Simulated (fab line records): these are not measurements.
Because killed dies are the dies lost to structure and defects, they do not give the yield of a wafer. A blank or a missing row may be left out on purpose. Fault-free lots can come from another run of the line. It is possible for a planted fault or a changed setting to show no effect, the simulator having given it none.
Which tool was responsible? -- flow n5Finfet -- 24 lots with 72 wafers sampled at 6 steps, on a route of 1938 steps

WHAT THE GAUGES READ, wafer by wafer
The record holds no reading of a measuring or inspecting step that can be judged against a usual standard deviation.

WHICH TOOL RAN EACH LOT (tool, then ch and the chambers of the sampled wafers, then the start)
lot,N5_BEOL_M1_ETCHBACK_99,N5_BEOL_M1_TRENCH_ETCH_37,N5_BEOL_M1_DEGAS_44,N5_BEOL_M1_ANNEAL_93,N5_BEOL_M1_CMP_52,N5_BEOL_M1_PRE_CLEAN_60
L074,"rieDiel-03 ch 0,1,3, day 6 01:26","rieDiel-03 ch 0,1,3, day 6 02:11 or earlier","pvdSputter-02, day 6 02:11","pvdSputter-03, day 6 05:49","cmp-02 ch 1,2, day 6 06:46","cvdCo-02 ch 1,2, day 6 07:23"
L075,"rieDiel-02 ch 0,3, day 6 05:22","rieDiel-02 ch 0,3, day 6 06:12 or earlier","pvdSputter-01, day 6 06:12","pvdSputter-01, day 6 09:53","cmp-02 ch 2,3, day 6 10:44","cvdCo-02 ch 0,2, day 6 11:04"
L076,"rieDiel-06 ch 0,1,3, day 6 19:07","rieDiel-06 ch 0,1,3, day 6 20:11 or earlier","pvdSputter-01, day 6 20:11","pvdSputter-01, day 6 22:17","cmp-02 ch 2,3, day 6 23:08","cvdCo-01 ch 0,1,2, day 6 23:28"
L077,"rieDiel-02 ch 1,2, day 7 09:27","rieDiel-02 ch 1,2, day 7 10:02 or earlier","pvdSputter-02, day 7 10:02","pvdSputter-01, day 7 13:23","cmp-02 ch 0,1, day 7 14:14","cvdCo-01 ch 0,2, day 7 14:34"
L078,"rieDiel-02 ch 2,3, day 7 14:12","rieDiel-02 ch 2,3, day 7 14:57 or earlier","pvdSputter-03, day 7 14:57","pvdSputter-03, day 7 16:56","cmp-01 ch 1,2,3, day 7 17:49","cvdCo-01 ch 0,2, day 7 18:07"
L079,"rieDiel-02 ch 1,2,3, day 8 01:54","rieDiel-02 ch 1,2,3, day 8 03:20 or earlier","pvdSputter-02, day 8 03:20","pvdSputter-02, day 8 05:26","cmp-04 ch 1,2,3, day 8 06:20","cvdCo-01 ch 0,1,2, day 8 06:37"
L080,"rieDiel-03 ch 1,2,3, day 8 06:43","rieDiel-03 ch 1,2,3, day 8 07:44 or earlier","pvdSputter-01, day 8 07:44","pvdSputter-01, day 8 11:48","cmp-01 ch 2,3, day 8 12:43","cvdCo-02 ch 0,1,2, day 8 13:02"
L081,"rieDiel-06 ch 0,2, day 8 10:47","rieDiel-06 ch 0,2, day 8 11:26 or earlier","pvdSputter-03, day 8 11:26","pvdSputter-02, day 8 13:32","cmp-04 ch 0,1,2, day 8 14:35","cvdCo-02 ch 0,1,2, day 8 14:55"
L083,"rieDiel-02 ch 1,2,3, day 8 11:15","rieDiel-02 ch 1,2,3, day 8 11:51 or earlier","pvdSputter-02, day 8 11:51","pvdSputter-03, day 8 15:34","cmp-02 ch 0,1,3, day 8 16:25","cvdCo-02 ch 1,2, day 8 16:45"
L082,"rieDiel-02 ch 0,1,3, day 8 14:01","rieDiel-02 ch 0,1,3, day 8 14:43 or earlier","pvdSputter-01, day 8 14:43","pvdSputter-01, day 8 16:43","cmp-02 ch 0,2,3, day 8 17:54","cvdCo-02 ch 0,2, day 8 18:10"
L084,"rieDiel-02 ch 0,3, day 9 08:56","rieDiel-02 ch 0,3, day 9 09:41 or earlier","pvdSputter-01, day 9 09:41","pvdSputter-02, day 9 11:47","cmp-04 ch 1,2,3, day 9 12:43","cvdCo-01 ch 1,2, day 9 12:58"
L085,"rieDiel-03 ch 0,1,2, day 9 08:58","rieDiel-03 ch 0,1,2, day 9 09:46 or earlier","pvdSputter-01, day 9 09:46","pvdSputter-03, day 9 11:52","cmp-01 ch 0,1,3, day 9 12:43","cvdCo-02 ch 0,1,2, day 9 13:04"
L086,"rieDiel-06 ch 2,3, day 9 09:04","rieDiel-06 ch 2,3, day 9 09:50 or earlier","pvdSputter-03, day 9 09:50","pvdSputter-01, day 9 11:53","cmp-02 ch 0,1, day 9 12:59","cvdCo-02 ch 0,1, day 9 13:20"
L088,"rieDiel-02 ch 0,2,3, day 9 15:24","rieDiel-02 ch 0,2,3, day 9 16:04 or earlier","pvdSputter-01, day 9 16:04","pvdSputter-01, day 9 19:41","cmp-04 ch 0,2,3, day 9 20:40","cvdCo-02 ch 0,2, day 9 20:53"
L087,"rieDiel-06 ch 1,3, day 9 20:32","rieDiel-06 ch 1,3, day 9 21:39 or earlier","pvdSputter-03, day 9 21:39","pvdSputter-02, day 10 00:05","cmp-01 ch 0,1,3, day 10 00:58","cvdCo-01 ch 1,2, day 10 01:26"
L089,"rieDiel-06 ch 0,2,3, day 10 00:33","rieDiel-06 ch 0,2,3, day 10 01:08 or earlier","pvdSputter-02, day 10 01:08","pvdSputter-03, day 10 03:13","cmp-04 ch 2,3, day 10 04:34","cvdCo-02 ch 0,2, day 10 04:52"
L090,"rieDiel-03 ch 0,1,3, day 10 14:49","rieDiel-03 ch 0,1,3, day 10 15:48 or earlier","pvdSputter-02, day 10 15:48","pvdSputter-02, day 10 17:58","cmp-04 ch 1,2,3, day 10 18:49","cvdCo-02 ch 0,1,2, day 10 19:08"
L091,"rieDiel-02 ch 0,2,3, day 10 14:54","rieDiel-02 ch 0,2,3, day 10 15:49 or earlier","pvdSputter-01, day 10 15:49","pvdSputter-01, day 10 19:37","cmp-02 ch 0,1,3, day 10 20:28","cvdCo-02 ch 0,2, day 10 20:51"
L092,"rieDiel-03 ch 1,2,3, day 11 05:38","rieDiel-03 ch 1,2,3, day 11 06:24 or earlier","pvdSputter-02, day 11 06:24","pvdSputter-02, day 11 09:52","cmp-04 ch 1,2,3, day 11 10:46","cvdCo-02 ch 1,2, day 11 11:05"
L093,"rieDiel-03 ch 0,3, day 11 08:50","rieDiel-03 ch 0,3, day 11 09:35 or earlier","pvdSputter-03, day 11 09:35","pvdSputter-02, day 11 11:42","cmp-04 ch 1,2,3, day 11 13:05","cvdCo-02 ch 0,1, day 11 13:21"
L094,"rieDiel-06 ch 0,1,2, day 11 14:29","rieDiel-06 ch 0,1,2, day 11 15:32 or earlier","pvdSputter-02, day 11 15:32","pvdSputter-02, day 11 17:40","cmp-02 ch 1,2,3, day 11 18:31","cvdCo-02 ch 0,1,2, day 11 18:51"
L097,"rieDiel-02 ch 0,1,3, day 12 02:29","rieDiel-02 ch 0,1,3, day 12 03:17 or earlier","pvdSputter-01, day 12 03:17","pvdSputter-02, day 12 05:40","cmp-01 ch 1,2,3, day 12 06:31","cvdCo-02 ch 1,2, day 12 06:52"
L095,"rieDiel-03 ch 0,1, day 12 02:32","rieDiel-03 ch 0,1, day 12 03:22 or earlier","pvdSputter-01, day 12 03:22","pvdSputter-01, day 12 05:49","cmp-04 ch 1,2, day 12 06:40","cvdCo-01 ch 0,1, day 12 07:00"
L096,"rieDiel-06 ch 0,1,3, day 12 02:34","rieDiel-06 ch 0,1,3, day 12 03:31 or earlier","pvdSputter-02, day 12 03:31","pvdSputter-03, day 12 06:48","cmp-02 ch 1,2,3, day 12 07:40","cvdCo-02 ch 0,2, day 12 08:00"
- N5_BEOL_M1_ETCHBACK_99: etches SiO2 in CHF3, target depth 5 nm, time 10.4 s.
- N5_BEOL_M1_TRENCH_ETCH_37: etches SiOC in C4F6/O2, target depth 55.207 nm, time 29 s.
- N5_BEOL_M1_DEGAS_44: time 60 s.
- N5_BEOL_M1_ANNEAL_93: time 240 s.
- N5_BEOL_M1_CMP_52: polishes, stops on SiOC, t overpolish 6.8 s, target thk 40 nm.
- N5_BEOL_M1_PRE_CLEAN_60: time 15 s.

WHAT THE TOOLS THEMSELVES READ (means of the sampled wafers that have a number; where no wafer has one, the mark that the record gives instead)
N5_BEOL_M1_ETCHBACK_99. Usual: drypumpMotorCurrentA 5.7 A, standard deviation 0.35; oesProductAu 0.79 a.u., standard deviation 0.082; rfVppV 239 V, standard deviation 5; showerheadPlenumPTorr 2.16 Torr, standard deviation 0.081; throttleValvePct 17.01 %, standard deviation 0.26.
lot,tool,drypumpMotorCurrentA (A),oesProductAu (a.u.),rfVppV (V),showerheadPlenumPTorr (Torr),throttleValvePct (%),flag
L074,rieDiel-03,5.7,0.83,240,2.22,17.00,
L075,rieDiel-02,5.8,0.70,239,2.17,17.27,
L076,rieDiel-06,5.7,0.81,240,2.16,16.95,
L077,rieDiel-02,5.5,0.79,240,2.06,16.98,
L078,rieDiel-02,5.8,0.76,243,2.15,17.01,
L079,rieDiel-02,5.7,0.77,241,2.10,16.99,
L080,rieDiel-03,5.7,0.84,239,2.25,17.07,
L081,rieDiel-06,5.5,0.87,231,2.20,16.75,
L083,rieDiel-02,5.7,0.77,241,2.10,16.99,
L082,rieDiel-02,5.7,0.74,241,2.15,17.11,
L084,rieDiel-02,5.8,0.69,240,2.16,17.30,
L085,rieDiel-03,6.1,0.80,241,2.20,16.95,
L086,rieDiel-06,5.3,0.89,241,2.15,16.90,
L088,rieDiel-02,5.8,0.73,239,2.12,17.20,
L087,rieDiel-06,5.5,0.75,242,2.17,17.09,
L089,rieDiel-06,5.6,0.85,237,2.16,16.84,
L090,rieDiel-03,5.7,0.81,241,2.21,17.04,
L091,rieDiel-02,5.8,0.73,239,2.11,17.21,
L092,rieDiel-03,5.7,0.81,239,2.24,17.08,
L093,rieDiel-03,5.5,0.86,240,2.25,16.88,
L094,rieDiel-06,5.6,0.77,234,2.18,16.92,
L097,rieDiel-02,5.7,0.82,242,2.14,17.00,
L095,rieDiel-03,6.0,0.77,243,2.15,16.95,
L096,rieDiel-06,5.7,0.77,240,2.15,17.02,

N5_BEOL_M1_TRENCH_ETCH_37. Usual: drypumpMotorCurrentA 5.7 A, standard deviation 0.35; oesProductAu 0.79 a.u., standard deviation 0.081; rfVppV 662 V, standard deviation 14; showerheadPlenumPTorr 2.86 Torr, standard deviation 0.1; throttleValvePct 20.80 %, standard deviation 0.27.
lot,tool,drypumpMotorCurrentA (A),oesProductAu (a.u.),rfVppV (V),showerheadPlenumPTorr (Torr),throttleValvePct (%),flag
L074,rieDiel-03,5.7,0.83,665,2.94,20.80,
L075,rieDiel-02,5.7,0.70,663,2.87,21.08,
L076,rieDiel-06,5.7,0.81,661,2.85,20.70,
L077,rieDiel-02,5.5,0.79,665,2.73,20.79,
L078,rieDiel-02,5.8,0.77,672,2.84,20.79,
L079,rieDiel-02,5.7,0.78,668,2.78,20.80,
L080,rieDiel-03,5.7,0.84,659,2.97,20.86,
L081,rieDiel-06,5.5,0.88,639,2.91,20.56,
L083,rieDiel-02,5.6,0.78,668,2.78,20.80,
L082,rieDiel-02,5.7,0.73,669,2.85,20.91,
L084,rieDiel-02,5.8,0.69,662,2.87,21.11,
L085,rieDiel-03,6.1,0.80,666,2.90,20.72,
L086,rieDiel-06,5.3,0.89,663,2.84,20.71,
L088,rieDiel-02,5.8,0.74,662,2.81,21.00,
L087,rieDiel-06,5.5,0.75,665,2.86,20.83,
L089,rieDiel-06,5.6,0.86,654,2.85,20.63,
L090,rieDiel-03,5.7,0.81,664,2.92,20.84,
L091,rieDiel-02,5.8,0.72,662,2.80,21.03,
L092,rieDiel-03,5.8,0.81,659,2.96,20.89,
L093,rieDiel-03,5.5,0.85,663,2.96,20.69,
L094,rieDiel-06,5.7,0.77,649,2.89,20.69,
L097,rieDiel-02,5.7,0.82,668,2.84,20.82,
L095,rieDiel-03,6.1,0.78,672,2.85,20.70,
L096,rieDiel-06,5.7,0.77,662,2.84,20.76,

N5_BEOL_M1_DEGAS_44. Usual: heaterPowerW reads 334 W (standard deviation 33).
lot,tool,heaterPowerW (W),flag
L074,pvdSputter-02,315,
L075,pvdSputter-01,325,
L076,pvdSputter-01,329,
L077,pvdSputter-02,337,
L078,pvdSputter-03,302,
L079,pvdSputter-02,373,
L080,pvdSputter-01,337,
L081,pvdSputter-03,301,
L083,pvdSputter-02,341,
L082,pvdSputter-01,334,
L084,pvdSputter-01,331,
L085,pvdSputter-01,327,
L086,pvdSputter-03,304,
L088,pvdSputter-01,333,
L087,pvdSputter-03,302,
L089,pvdSputter-02,340,
L090,pvdSputter-02,335,
L091,pvdSputter-01,325,
L092,pvdSputter-02,339,
L093,pvdSputter-03,305,
L094,pvdSputter-02,368,
L097,pvdSputter-01,321,
L095,pvdSputter-01,323,
L096,pvdSputter-02,371,

N5_BEOL_M1_ANNEAL_93. Usual: heaterPowerW reads 833 W (standard deviation 83).
lot,tool,heaterPowerW (W),flag
L074,pvdSputter-03,765,
L075,pvdSputter-01,804,
L076,pvdSputter-01,820,
L077,pvdSputter-01,816,
L078,pvdSputter-03,790,
L079,pvdSputter-02,916,
L080,pvdSputter-01,830,
L081,pvdSputter-02,781,
L083,pvdSputter-03,760,
L082,pvdSputter-01,806,
L084,pvdSputter-02,912,
L085,pvdSputter-03,778,
L086,pvdSputter-01,827,
L088,pvdSputter-01,807,
L087,pvdSputter-02,783,
L089,pvdSputter-03,785,
L090,pvdSputter-02,919,
L091,pvdSputter-01,829,
L092,pvdSputter-02,854,
L093,pvdSputter-02,900,
L094,pvdSputter-02,842,
L097,pvdSputter-02,846,
L095,pvdSputter-01,828,
L096,pvdSputter-03,766,

N5_BEOL_M1_CMP_52. Usual: barrierFieldEndpointS 24.4 s, standard deviation 0.78; motorCurrentA 6.3 A, standard deviation 0.4; overpolishRunS 6.799 s, standard deviation 0.0093; timeToEndpointS 62 s, standard deviation 4.4.
lot,tool,barrierFieldEndpointS (s),motorCurrentA (A),overpolishRunS (s),timeToEndpointS (s),flag
L074,cmp-02,23.8,6.8,6.799,60,
L075,cmp-02,23.6,6.3,6.796,57,
L076,cmp-02,24.1,6.5,6.792,60,
L077,cmp-02,25.4,6.6,6.790,67,
L078,cmp-01,24.4,6.2,6.794,64,
L079,cmp-04,23.9,6.1,6.807,62,
L080,cmp-01,25.4,6.5,6.799,64,
L081,cmp-04,23.8,6.2,6.803,63,
L083,cmp-02,24.5,6.5,6.803,63,
L082,cmp-02,24.4,6.2,6.807,59,
L084,cmp-04,24.1,5.9,6.798,60,
L085,cmp-01,24.2,6.5,6.797,62,
L086,cmp-02,25.5,6.6,6.807,63,
L088,cmp-04,25.1,6.1,6.804,65,
L087,cmp-01,24.7,6.6,6.807,65,
L089,cmp-04,24.7,6.2,6.798,63,
L090,cmp-04,23.4,6.1,6.797,60,
L091,cmp-02,24.7,6.4,6.793,63,
L092,cmp-04,24.2,6.2,6.799,59,
L093,cmp-04,24.1,6.2,6.810,59,
L094,cmp-02,25.0,6.4,6.804,65,
L097,cmp-01,23.7,6.4,6.804,61,
L095,cmp-04,24.0,6.1,6.810,57,
L096,cmp-02,24.4,6.3,6.799,60,

N5_BEOL_M1_PRE_CLEAN_60. Usual: heaterPowerW reads 104 W (standard deviation 22).
lot,tool,heaterPowerW (W),flag
L074,cvdCo-02,120,
L075,cvdCo-02,104,
L076,cvdCo-01,82,
L077,cvdCo-01,79,
L078,cvdCo-01,72,
L079,cvdCo-01,83,
L080,cvdCo-02,111,
L081,cvdCo-02,110,
L083,cvdCo-02,121,
L082,cvdCo-02,97,
L084,cvdCo-01,90,
L085,cvdCo-02,110,
L086,cvdCo-02,121,
L088,cvdCo-02,98,
L087,cvdCo-01,94,
L089,cvdCo-02,97,
L090,cvdCo-02,113,
L091,cvdCo-02,96,
L092,cvdCo-02,122,
L093,cvdCo-02,104,
L094,cvdCo-02,112,
L097,cvdCo-02,122,
L095,cvdCo-01,89,
L096,cvdCo-02,97,

THE ANSWER, worked out from the rows above alone
Rule: take the mean of a lot's wafers that have a number; if it is more than 3 standard deviations from the usual mean, the lot is off. Also off: a lot with no number at a reading for which 4 or more lots have one. All remaining lots with rows at the step are treated as sound. Order of review: gauges by route order, followed by the tools' own readings, for which a lot's mean as printed above is used. The first step at which some lot is off is used, and at that step the reading that is off furthest; a lot without a number counts as furthest.
Nothing can be told from this: no lot is off at any reading shown.

WHAT WAS PUT IN BY THE SIMULATOR
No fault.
